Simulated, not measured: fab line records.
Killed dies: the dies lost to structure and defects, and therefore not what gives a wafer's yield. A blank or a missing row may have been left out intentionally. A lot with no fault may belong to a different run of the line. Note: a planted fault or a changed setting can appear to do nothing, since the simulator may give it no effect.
fab line records ; flow nandHarc
[record] lots = 6; wafers = 18; lastDay = 32
route steps=1302 shown A_STAIRCASE@834 END@1302
lots with no fault: from the same line, run without faults
startH: start of the lot's first displayed wafer, in hours after the record's first day ; waitH: hours since the lot's step before ; " identical to the entry in the row above ; L1.1+2: several wafers, shown together as one row ; - no value, or no start was given ; * or withheld: withheld ; < > ~ a bound
route shown NAME@n: a module of which the file shows steps, and the number in the route of the first ; usual: mean/standard deviation of fault-free wafers ; same: alike in all rows ; chamber/n: place in a boat ; sites: per-site readings ; _std_site: standard deviation of those values ; _edge_site: inner sites' mean taken away from outer sites' mean ; radiusMm: for every site, how far away it sits from the centre of the wafer ; mask NAME#n: copy n ; behind: the most recent tool/chamber to have shaped the wafer ; hold: why the lot went on hold/how many hours it stayed there/how the hold came to an end ; device: which transistor (n, p or np) failed to switch ; end of line: the same wafers' tests at the end of the route ; step lacking rows: just its recipe ; killed: the dies lost at the first sort to structure and to defects; this is not the yield of the wafer ; map: per-die view of a wafer (x killed, . not killed, _ where there is no die)
set.NAME: the setting the step ran with; set.NAME@STEP: the setting that earlier step ran with ; model.NAME: the simulator's own value behind a step, which no gauge read
lots seen at some steps along the route; tables by step, rows by wafer
services: from which hour (startH, from the record's first day; less than 0 if before it) a tool's chamber was out of use, for how many hours, and why
[[steps]]
[step NHARC_A_STAIRCASE_ETCH_453]
[recipe] targetDepthA = 300; overetchA = 30; timeS = 16.5; ionEnergyEv = 100; cf4FlowSccm = 80; o2FlowSccm = 20; arFlowSccm = 0; rfW = 300; biasW = 100; chemistry = CF4/O2
[step NHARC_A_STAIRCASE_ETCH_315]
[recipe] targetDepthA = 25000; timeS = 607.1; ionEnergyEv = 800; c4f8FlowSccm = 80; o2FlowSccm = 60; arFlowSccm = withheld; rfW = 600; biasW = 3000; chemistry = C4F8/O2/Ar
[step NHARC_A_STAIRCASE_STRIP_316]
[recipe] o2FlowSccm = 500; arFlowSccm = 0; biasW = 0; chemistry = O2
[usual] drypumpMotorCurrentA = 5.7/0.57; oesProductAu = 1.002/0.0092; rfVppV = 57.7/0.93; showerheadPlenumPTorr = 3.51/0.18; throttleValvePct = 17.036/0.0081
lot.wafer;tool;chamber;startH;waitH;drypumpMotorCurrentA;oesProductAu;rfHoursCounterH;rfVppV;showerheadPlenumPTorr;throttleValvePct
L892.3;rieDiel-02;2;-;-;6.6;0.994;57;56.9;3.47;17.034
L892.4;rieDiel-02;3;-;-;5.9;0.998;55;57.8;3.42;17.047
L892.6;rieDiel-02;3;-;-;6.0;0.999;-;57.6;3.42;17.028
L898.3;rieDiel-13;1;-;-;6.3;0.997;29;56.8;3.30;17.032
L898.4;rieDiel-13;0;-;-;6.3;1.000;31;58.2;3.50;17.048
L898.6;rieDiel-13;2;-;-;5.3;0.997;-;58.0;3.36;17.037
L901.4;rieDiel-12;2;-;-;5.1;1.012;12;60.1;3.80;17.041
L901.2;rieDiel-12;0;-;-;4.9;1.006;9;58.3;3.31;17.056
L901.5;rieDiel-12;3;-;-;5.7;0.990;-;57.2;3.62;17.050
L903.1;rieDiel-02;3;-;-;6.0;0.997;31;56.7;3.40;17.047
L903.2;rieDiel-02;0;-;-;5.8;1.008;35;56.6;3.76;17.021
L903.3;rieDiel-02;1;-;-;5.0;1.001;35;57.8;3.79;17.041
L910.2;rieDiel-12;1;-;-;6.5;1.006;37;56.4;3.46;17.025
L910.1;rieDiel-12;3;-;-;5.7;0.991;42;57.8;3.60;17.044
L910.6;rieDiel-12;2;-;-;5.1;1.006;-;59.5;3.79;17.034
L911.1;rieDiel-12;3;-;-;5.8;0.988;50;57.3;3.60;17.035
L911.5;rieDiel-12;0;-;-;4.9;1.001;-;56.4;3.28;17.046
L911.6;rieDiel-12;3;-;-;5.7;0.984;-;57.0;3.60;17.030
[step NHARC_A_STAIRCASE_STRIP_317]
[recipe] timeS = 900; tempC = 130; chemistry = SPM
[step NHARC_A_STAIRCASE_PRECLEAN_318]
[recipe] timeS = *; tempC = 50; bathAgeMin = 0; chemistry = SC1
[step NHARC_A_STAIRCASE_SRD_329]
[step NHARC_A_STAIRCASE_ALD_415]
[recipe] targetThkA = 300; pulseTimeS = 6; aldCycles = 300; tempC = 300; material = SiO2
[step NHARC_A_STAIRCASE_ETCHBACK_416]
[recipe] targetDepthA = 360; timeS = 7.2; c4f8FlowSccm = withheld; o2FlowSccm = 8; arFlowSccm = withheld; rfW = 600; biasW = 800; chemistry = C4F8/O2/Ar
[step NHARC_A_STAIRCASE_STRIP_476]
[recipe] timeS = 20; o2FlowSccm = 500; arFlowSccm = 0; biasW = 0; chemistry = O2
[usual] drypumpMotorCurrentA = 5.8/0.53; oesProductAu = 1.001/0.009; rfVppV = 57.8/0.91; showerheadPlenumPTorr = 3.53/0.17; throttleValvePct = 17.036/0.0092
lot.wafer;tool;chamber;startH;waitH;drypumpMotorCurrentA;oesProductAu;rfHoursCounterH;rfVppV;showerheadPlenumPTorr;throttleValvePct
L892.3;rieDiel-13;2;392.79;0.1;5.2;1.013;8;57.6;3.37;17.040
L892.4;rieDiel-13;3;392.79;0.1;5.4;1.013;13;59.0;3.65;17.035
L892.6;rieDiel-13;2;392.79;0.1;5.3;1.007;-;57.9;3.37;17.030
L898.3;rieDiel-13;1;457.23;0.1;6.3;1.007;31;57.5;3.30;17.041
L898.4;rieDiel-13;2;457.23;0.1;5.3;1.015;29;58.2;3.36;17.014
L898.6;rieDiel-13;3;457.23;0.1;5.4;0.994;-;58.6;3.64;17.049
L901.2;rieDiel-12;3;487.24;0.1;5.7;0.995;13;57.1;3.62;17.030
L901.4;rieDiel-12;0;487.24;0.1;4.9;0.985;9;57.3;3.31;17.038
L901.5;rieDiel-12;2;487.24;0.1;5.1;1.009;-;58.2;3.80;17.041
L903.3;rieDiel-02;3;513.94;0.1;5.9;0.994;32;58.0;3.40;17.027
L903.1;rieDiel-02;0;513.94;0.1;5.8;0.996;36;57.6;3.75;17.026
L903.2;rieDiel-02;2;513.94;0.1;6.6;0.991;39;57.5;3.45;17.037
L910.1;rieDiel-02;1;580.81;0.1;5.0;1.003;0;58.9;3.78;17.029
L910.2;rieDiel-02;2;580.81;0.1;6.6;0.996;0;57.3;3.44;17.011
L910.6;rieDiel-02;0;580.81;0.1;5.8;0.997;-;58.2;3.74;17.036
L911.1;rieDiel-02;3;597.55;0.1;5.9;0.997;9;60.2;3.39;17.048
L911.5;rieDiel-02;3;597.55;0.1;5.9;0.985;-;58.7;3.39;17.022
L911.6;rieDiel-02;0;597.55;0.1;5.8;0.997;-;58.6;3.74;17.036
[step NHARC_A_STAIRCASE_DEP_417]
[recipe] targetThkA = 600; stepCoveragePct = 20; tempC = 400; targetThkNm = 60; flowSccm = 200; rfW = 450; material = Si3N4
[step NHARC_A_STAIRCASE_WET_418]
[recipe] tempC = 160; targetDepthA = 200; chemistry = H3PO4
[step NHARC_A_STAIRCASE_PRECLEAN_419]
[recipe] timeS = *; tempC = 50; bathAgeMin = 0; chemistry = SC1
[usual] diwFlowMLMin = 1415/3.8; nh4ohFlowMLMin = 28.30/0.097
lot.wafer;tool;chamber;startH;waitH;diwFlowMLMin;nh4ohFlowMLMin
L892.4;wetBench-06;5;395.21;0.0;1416;28.35
L892.3;wetBench-06;7;395.21;0.0;1415;28.42
L892.6;wetBench-06;0;395.21;0.0;1416;28.45
L898.4;wetBench-06;3;459.90;0.0;1418;28.34
L898.6;wetBench-06;4;459.90;0.0;1415;28.46
L898.3;wetBench-06;5;459.90;0.0;1417;28.57
L901.5;wetBench-06;4;489.92;0.0;1417;28.31
L901.4;wetBench-06;6;489.92;0.0;1414;28.42
L901.2;wetBench-06;0;489.92;0.0;1410;28.33
L903.1;wetBench-06;7;516.62;0.0;1412;28.19
L903.3;wetBench-06;0;516.62;0.0;1418;28.20
L903.2;wetBench-06;1;516.62;0.0;1408;28.44
L910.6;wetBench-02;4;585.60;0.0;1425;28.35
L910.2;wetBench-02;6;585.60;0.0;1412;28.23
L910.1;wetBench-02;7;585.60;0.0;1412;28.32
L911.5;wetBench-06;5;600.38;0.0;1411;28.22
L911.6;wetBench-06;6;600.38;0.0;1417;28.29
L911.1;wetBench-06;1;600.38;0.0;1420;28.33
[step NHARC_A_STAIRCASE_SRD_421]
[step NHARC_A_STAIRCASE_ALD_420]
[recipe] targetThkA = 200; pulseTimeS = 6; aldCycles = 200; tempC = 300; material = SiO2
[step NHARC_A_STAIRCASE_CVD_552]
[recipe] targetThkA = 400; tempC = 700; pressureMtorr = 300; material = SiNx
[step NHARC_A_STAIRCASE_DEP_151]
[recipe] targetThkA = 72000; tempC = 400; targetThkNm = 7200; teosFlowSccm = 200; rfW = 500; material = SiO2
[usual] heaterPowerW = 625/110; mfcPrecursorSccm = 200.0/0.64
lot.wafer;tool;chamber;startH;waitH;heaterPowerW;mfcPrecursorSccm;sinceWetCleanH
L892.3;pecvd-04;2;409.01;0.7;617;198.9;-
L892.4;pecvd-04;0;409.01;0.7;604;200.0;-
L892.6;pecvd-04;0;409.01;0.7;590;199.0;-
L898.3;pecvd-02;0;471.40;0.6;568;201.7;50
L898.6;pecvd-02;0;471.40;0.6;506;201.5;-
L898.4;pecvd-02;1;471.40;0.6;632;199.5;-
L901.2;pecvd-02;0;498.91;0.6;643;200.8;78
L901.4;pecvd-02;1;498.91;0.6;643;200.7;-
L901.5;pecvd-02;2;498.91;0.6;518;199.8;-
L903.3;pecvd-01;2;525.77;0.4;699;199.2;21
L903.2;pecvd-01;0;525.77;0.4;487;200.2;21
L903.1;pecvd-01;1;525.77;0.4;843;199.6;21
L910.2;pecvd-04;2;593.90;0.4;765;200.8;131
L910.1;pecvd-04;1;593.90;0.4;631;199.3;131
L910.6;pecvd-04;1;593.90;0.4;590;201.0;-
L911.1;pecvd-04;2;606.62;0.6;651;200.8;144
L911.6;pecvd-04;0;606.62;0.6;631;200.2;-
L911.5;pecvd-04;1;606.62;0.6;580;200.0;-
[step NHARC_A_STAIRCASE_ANNEAL_320]
[recipe] tempC = 750; timeS = 1800
[step NHARC_A_STAIRCASE_DEP_322]
[recipe] targetThkA = 72000; tempC = 400; targetThkNm = 7200; teosFlowSccm = 200; rfW = 500; material = SiO2
[step NHARC_A_STAIRCASE_ANNEAL_323]
[recipe] tempC = 750; timeS = 1800
[step NHARC_A_STAIRCASE_DEP_325]
[recipe] targetThkA = 72000; tempC = 400; targetThkNm = 7200; teosFlowSccm = 200; rfW = 500; material = SiO2
[step NHARC_A_STAIRCASE_ANNEAL_326]
[recipe] tempC = 750; timeS = 1800
[step NHARC_A_STAIRCASE_DEHYDRATE_433]
[recipe] tempC = 150; timeS = 120
[step NHARC_A_STAIRCASE_HMDS_434]
[recipe] timeS = 30
[step NHARC_A_STAIRCASE_COAT_435]
[recipe] spinRpm = 1200
[step NHARC_A_STAIRCASE_SOFTBAKE_436]
[recipe] tempC = 135; timeS = 170
[step NHARC_A_STAIRCASE_EBR_437]
[step NHARC_A_STAIRCASE_EXPOSE_438]
[recipe] na = 0.5; doseMj = 28.97; maskId = STAIR_REV
[step NHARC_A_STAIRCASE_PEB_439]
[recipe] pebTempC = 115; pebTimeS = 130
[step NHARC_A_STAIRCASE_DEVELOP_440]
[recipe] timeS = 140
[step NHARC_A_STAIRCASE_HARDBAKE_442]
[recipe] tempC = 120; timeS = 140
[step NHARC_A_STAIRCASE_DESCUM_443]
[recipe] timeS = 3; o2FlowSccm = 200; arFlowSccm = 0; biasPowerW = 0; chemistry = O2
[usual] drypumpMotorCurrentA = 5.7/0.55; oesProductAu = 0.999/0.0089; rfVppV = 57.7/0.9; showerheadPlenumPTorr = 1.90/0.1; throttleValvePct = 11.311/0.0096
lot.wafer;tool;chamber;startH;waitH;drypumpMotorCurrentA;oesProductAu;rfHoursCounterH;rfVppV;showerheadPlenumPTorr;throttleValvePct
L892.3;rieDiel-12;3;438.34;-;5.7;1.005;53;57.5;1.97;11.300
L892.4;rieDiel-12;2;438.34;-;5.1;1.012;50;57.6;1.76;11.331
L892.6;rieDiel-12;3;438.34;-;5.8;0.992;-;58.1;1.97;11.310
L898.4;rieDiel-12;2;504.80;-;5.1;1.011;16;58.4;2.07;11.304
L898.3;rieDiel-12;3;504.80;-;5.7;0.996;15;57.8;1.96;11.324
L898.6;rieDiel-12;3;504.80;-;5.7;0.984;-;57.5;1.96;11.313
L901.4;rieDiel-12;0;529.44;-;4.9;0.996;24;56.0;1.78;11.321
L901.2;rieDiel-12;2;529.44;-;5.1;1.016;28;58.7;2.07;11.306
L901.5;rieDiel-12;0;529.44;-;4.9;1.003;-;58.7;1.78;11.304
L903.2;rieDiel-13;0;551.87;-;6.2;0.994;5;58.8;1.89;11.319
L903.3;rieDiel-13;2;551.87;-;5.2;0.988;6;57.1;1.81;11.296
L903.1;rieDiel-13;3;551.87;-;5.4;0.996;6;56.9;1.97;11.306
L910.2;rieDiel-12;1;622.55;-;6.5;1.016;56;58.7;1.87;11.317
L910.1;rieDiel-12;3;622.55;-;5.7;0.999;59;57.4;1.95;11.295
L910.6;rieDiel-12;1;622.55;-;6.5;1.013;-;56.7;1.87;11.309
L911.1;rieDiel-13;2;634.09;-;5.3;0.988;35;55.7;1.80;11.311
L911.6;rieDiel-13;0;634.09;-;6.2;0.979;-;56.4;1.88;11.309
L911.5;rieDiel-13;1;634.09;-;6.3;1.005;-;55.9;1.76;11.295
[step NHARC_A_STAIRCASE_ETCH_444]
[recipe] targetDepthA = 2.04e+05; timeS = 6800; c4f8FlowSccm = 20; o2FlowSccm = 10; arFlowSccm = withheld; rfW = 600; biasW = 1000; chemistry = C4F8/O2
[step NHARC_A_STAIRCASE_STRIP_446]
[recipe] powerW = 1500; tempC = 250; chemistry = O2
[usual] drypumpMotorCurrentA = 5.9/0.36; heaterPowerW = 315/25
lot.wafer;tool;chamber;startH;waitH;drypumpMotorCurrentA;heaterPowerW;rfHoursCounterH
L892.4;plasmaAsher-02;0;442.91;0.1;6.2;291;-
L892.3;plasmaAsher-02;1;442.91;0.1;5.6;347;-
L892.6;plasmaAsher-02;1;442.91;0.1;5.6;348;-
L898.3;plasmaAsher-02;1;509.35;0.1;5.6;351;-
L898.4;plasmaAsher-02;0;509.35;0.1;6.1;299;-
L898.6;plasmaAsher-02;1;509.35;0.1;5.5;341;-
L901.2;plasmaAsher-01;1;534.04;0.1;5.7;292;2
L901.4;plasmaAsher-01;1;534.04;0.1;5.7;298;-
L901.5;plasmaAsher-01;1;534.04;0.1;5.7;296;-
L903.1;plasmaAsher-02;1;556.40;0.0;5.6;349;25
L903.2;plasmaAsher-02;0;556.40;0.0;6.2;296;25
L903.3;plasmaAsher-02;0;556.40;0.0;6.2;293;-
L910.2;plasmaAsher-02;0;626.96;0.0;6.2;286;4
L910.1;plasmaAsher-02;1;626.96;0.0;5.6;324;4
L910.6;plasmaAsher-02;0;626.96;0.0;6.2;284;-
L911.1;plasmaAsher-02;1;638.68;0.0;5.6;326;5
L911.5;plasmaAsher-02;1;638.68;0.0;5.6;322;-
L911.6;plasmaAsher-02;0;638.68;0.0;6.1;285;-
[step NHARC_A_STAIRCASE_STRIP_447]
[recipe] timeS = 900; tempC = 130; chemistry = SPM
[step NHARC_A_STAIRCASE_PRECLEAN_448]
[recipe] timeS = *; tempC = 50; bathAgeMin = 0; chemistry = SC1
[step NHARC_A_STAIRCASE_SRD_449]
[step NHARC_END_SORT_01]
[recipe] tempC = 25
[usual] killedAtArray = 53/18; killedAtOther = 1.0/1.2; killedAtPeriphery = 3.6/2.4; killedDies = 58/18; killedOpen = 3.4/1.8; killedShort = 2.3/1.5
[same] grossDies = 677
lot.wafer;tool;chamber;startH;waitH;killedAtArray;killedAtOther;killedAtPeriphery;killedDies;killedOpen;killedShort
L901.2;prober-01;0;654.73;2.8;152;1;4;157;5;0
L901.4;prober-01;0;656.35;3.4;128;3;3;134;2;2
L901.5;prober-01;0;657.16;3.7;149;5;4;158;3;4
L903.1;prober-01;0;681.70;2.5;132;1;0;133;0;1
L903.2;prober-01;0;682.50;2.8;134;1;3;138;1;4
L903.3;prober-01;0;683.30;3.1;117;1;2;120;2;2
// killed by level:class
L901.2 A_STAIRCASE:unspecified=70 A_CHANNEL_HOLE_D1:chamberFilmFlake=34 A_SLIT:chamberFilmFlake=16 A_CHANNEL_HOLE_D2:chamberFilmFlake=13 A_STAIRCASE:chamberFilmFlake=5 A_CHANNEL_FILL_D1:chamberFilmFlake=3 A_CONTACT:chamberFilmFlake=3 P_GATE:geometricParticle:open=2
L901.4 A_STAIRCASE:unspecified=58 A_CHANNEL_HOLE_D1:chamberFilmFlake=28 A_SLIT:chamberFilmFlake=19 A_STAIRCASE:chamberFilmFlake=5 A_ZERO_WELL:chamberFilmFlake=4 A_CHANNEL_FILL_D1:chamberFilmFlake=4 A_CHANNEL_HOLE_D2:chamberFilmFlake=4 THIN_TSV:chamberFilmFlake=3
L901.5 A_STAIRCASE:unspecified=61 A_CHANNEL_HOLE_D1:chamberFilmFlake=34 A_SLIT:chamberFilmFlake=26 A_CHANNEL_HOLE_D2:chamberFilmFlake=6 A_STAIRCASE:chamberFilmFlake=5 THIN_TSV:chamberFilmFlake=5 A_ZERO_WELL:chamberFilmFlake=4 A_CONTACT:chamberFilmFlake=3
L903.1 A_STAIRCASE:unspecified=90 A_SLIT:chamberFilmFlake=23 A_CHANNEL_HOLE_D1:chamberFilmFlake=8 A_CONTACT:chamberFilmFlake=3 A_ZERO_WELL:chamberFilmFlake=2 A_CHANNEL_FILL_D2:chamberFilmFlake=2 A_WL_FILL:chamberFilmFlake=2 A_BLC:geometricParticle:short=1
L903.2 A_STAIRCASE:unspecified=94 A_SLIT:chamberFilmFlake=21 A_CONTACT:chamberFilmFlake=7 A_CHANNEL_HOLE_D1:chamberFilmFlake=4 A_SGD_CUT:geometricParticle:short=1 P_M0:geometricParticle:open=1 A_CHANNEL_FILL_D1:geometricParticle:short=1 A_ONON_D2:geometricParticle:short=1
L903.3 A_STAIRCASE:unspecified=72 A_SLIT:chamberFilmFlake=21 A_CHANNEL_HOLE_D1:chamberFilmFlake=8 A_CONTACT:chamberFilmFlake=7 A_M1:chamberFilmFlake=2 A_SOURCE_PLATE:geometricParticle:open=1 A_CHANNEL_FILL_D1:geometricParticle:short=1 A_M1:geometricParticle:open=1
// map L901.5 (x killed, . not)
____________.____________
_________......._________
_______.........x._______
______.............______
_____..............._____
____.................____
____.................____
___..............x....___
___................x..___
__..........x..........__
__.....................__
_......x......x.x......._
_......................._
_.............x.....x..._
_......................._
_......x...xx.x........x_
..........x.....x........
.......xx..xxxx.x.....xx.
......x....xxxxx.........
...........x..xx......x..
............xxxx.x.......
_.........xxx.xxx......._
_.........x.xxxxx......._
_x.x......x.x..x........_
_...x...x.xx..x..xx....._
_...xxx.x..xx..........._
__xx.xxxxx...x.........__
__xxxxxxxx.........x...__
___xxxxxxxxx....x..x.x___
___xxxxxxx..x...xxxxx.___
____xxxxxx....x..xxxx____
____xxxxxxxx...xxxxxx____
_____xxxxx........xx_____
______xxxx.x.....xx______
_______xxxx.....xx_______
_________x......_________
____________.____________
// map L903.2 (x killed, . not)
____________.____________
_________......._________
_______..........._______
______.............______
_____x.........xx..._____
____...x.............____
____x....x........x..____
___..x.xx.............___
___...xxx.xx..........___
__.xxxxxxx.xx..........__
__...xxxxxxx..x........__
_..xxxxxxxx..x.........._
_...xxxxxxx....x........_
_.x.xxxxxxx............._
_...xxxxxxxxx..........._
_...xxxxxxxxxx...x......_
....xxxxxxxxx............
...xxxxxxxx..............
......xxx.x.x............
..x....xx.x..............
........x..x..........x..
_......................._
_...............x......._
_xx.....x..............._
_.x.x..................._
_xxx..........x........._
__xxxx.................__
__xxx............x.....__
___xxx...........x....___
___xxx................___
____xx...............____
____......x........x.____
_____............x.._____
______.......x.....______
_______..........._______
_________...x..._________
____________.____________
[[services]]
tool;chamber;startH;hours;kind
rieDiel-13;2;366.09;6.4;repair
wetBench-06;-;369.75;8.0;pm
rieDiel-02;0;377.40;2.1;repair
plasmaAsher-02;-;378.47;9.3;repair
rieDiel-12;2;378.86;2.6;repair
rieDiel-02;-;394.46;9.0;pm
pecvd-04;1;402.43;20.2;repair
rieDiel-13;-;423.11;5.7;repair
rieDiel-02;0;424.08;12.3;repair
plasmaAsher-02;-;426.22;9.0;pm
rieDiel-02;3;434.93;28.6;repair
wetBench-06;-;441.75;2.3;repair
rieDiel-12;-;445.82;9.0;pm
pecvd-04;-;450.00;13.0;pm
rieDiel-12;1;469.74;9.5;repair
rieDiel-13;0;475.54;6.6;repair
rieDiel-13;3;499.83;6.7;repair
rieDiel-13;-;521.79;9.0;pm
wetBench-06;-;545.75;8.0;pm
rieDiel-02;2;547.77;7.8;repair
plasmaAsher-02;-;567.53;2.5;repair
rieDiel-02;-;571.46;9.0;pm
plasmaAsher-02;-;603.22;9.0;pm
rieDiel-12;-;625.42;9.0;pm
[[key]]
[firstSign] step = NHARC_END_SORT_01; reading = killedAtArray; direction = up; sigmas = 4.6; usual = 53; struck = 135
[effect] step = NHARC_END_SORT_01; reading = killedDies; direction = up; sigmas = 4.5; usual = 58; struck = 140
[moreKillsBornAt] NHARC_A_STAIRCASE_PRECLEAN_419@wetBench-06 = 445
metAt NHARC_A_STAIRCASE_PRECLEAN_419
struckWafers L901.2,L901.4,L901.5,L903.1,L903.2,L903.3
testerLeftOut L901,L903
onsetBetween 459.90 489.92
[fault] kind = chamberParticleSource; tool = wetBench-06; chamber = -; onsetH = 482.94; steps = NHARC_A_STAIRCASE_PRECLEAN_419; ratePerVisitCm2 = 1.0993; endH = 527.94
// testerLeftOut: of these lots the tester's yield and bins aren't shown, on N5 and GAA mostly nor the transistor test; their killed dies are dies lost to structure and defects alone, not to doping, threshold or leakage, so they don't give the yield
